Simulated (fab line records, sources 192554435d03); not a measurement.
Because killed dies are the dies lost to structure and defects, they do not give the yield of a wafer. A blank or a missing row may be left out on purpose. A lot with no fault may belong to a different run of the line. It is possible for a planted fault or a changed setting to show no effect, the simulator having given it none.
Matching of chambers || flow n5 finfet || N5_BEOL_M0_CO_CAP_123 on cvd co-01: 3 sister chambers
The step material Co, precursor CCTBA/H2, target thk 2 nm, time 102.1 s. 16 wafers are shown with their chamber, then 8 later ones without.

## WAFERS, EACH WITH ITS CHAMBER
{"wafer": "L075.2", "chamber": 2, "heater power w (W)": 236}
{"wafer": "L075.5", "chamber": 2, "heater power w (W)": 227}
{"wafer": "L075.6", "chamber": 0, "heater power w (W)": 207}
{"wafer": "L079.1", "chamber": 2, "heater power w (W)": 235}
{"wafer": "L079.3", "chamber": 1, "heater power w (W)": 242}
{"wafer": "L079.4", "chamber": 1, "heater power w (W)": 243}
{"wafer": "L082.1", "chamber": 2, "heater power w (W)": 234}
{"wafer": "L082.4", "chamber": 2, "heater power w (W)": 231}
{"wafer": "L082.5", "chamber": 0, "heater power w (W)": 209}
{"wafer": "L083.1", "chamber": 1, "heater power w (W)": 236}
{"wafer": "L083.4", "chamber": 2, "heater power w (W)": 231}
{"wafer": "L083.6", "chamber": 1, "heater power w (W)": 245}
{"wafer": "L086.1", "chamber": 0, "heater power w (W)": 216}
{"wafer": "L086.2", "chamber": 2, "heater power w (W)": 233}
{"wafer": "L086.4", "chamber": 1, "heater power w (W)": 252}
{"wafer": "L088.1", "chamber": 2, "heater power w (W)": 234}

SIGNATURES (averages over the wafers above)
{"reading": "heater power w", "chamber 0": 210.67, "chamber 1": 243.60, "chamber 2": 232.62, "scatter within a chamber": 4.26}
Rule: for a wafer and a chamber, the distance is found by dividing, reading by reading, the gap between the wafer's reading and the chamber's mean by the reading's scatter, squaring, summing and taking the root. If the next closest chamber is less than 2 further off than the closest, the wafer can't be placed; otherwise it belongs to the closest. The scatter: the root of (the sum of the squares of (reading less its chamber's mean) over the shown wafers, divided by (wafers less chambers)).

## WAFERS MISSING THEIR CHAMBER
{"wafer": "L088.2", "heater power w (W)": 210}
{"wafer": "L088.4", "heater power w (W)": 230}
{"wafer": "L089.1", "heater power w (W)": 212}
{"wafer": "L089.2", "heater power w (W)": 237}
{"wafer": "L089.4", "heater power w (W)": 239}
{"wafer": "L093.4", "heater power w (W)": 208}
{"wafer": "L093.5", "heater power w (W)": 231}
{"wafer": "L093.6", "heater power w (W)": 245}

## THE CHAMBER EACH PASSED THROUGH
{"wafer": "L088.2", "from the rows above": 0, "in truth": 0}
{"wafer": "L088.4", "from the rows above": 2, "in truth": 2}
{"wafer": "L089.1", "from the rows above": 0, "in truth": 0}
{"wafer": "L089.2", "from the rows above": "can't be placed: 2 or 1", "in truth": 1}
{"wafer": "L089.4", "from the rows above": "can't be placed: 1 or 2", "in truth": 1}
{"wafer": "L093.4", "from the rows above": 0, "in truth": 0}
{"wafer": "L093.5", "from the rows above": 2, "in truth": 2}
{"wafer": "L093.6", "from the rows above": 1, "in truth": 1}
6 of 8 placed correctly. From these rows, 2 cannot be placed; in 2 the true chamber is one of the candidates. Wrongly placed: 0.
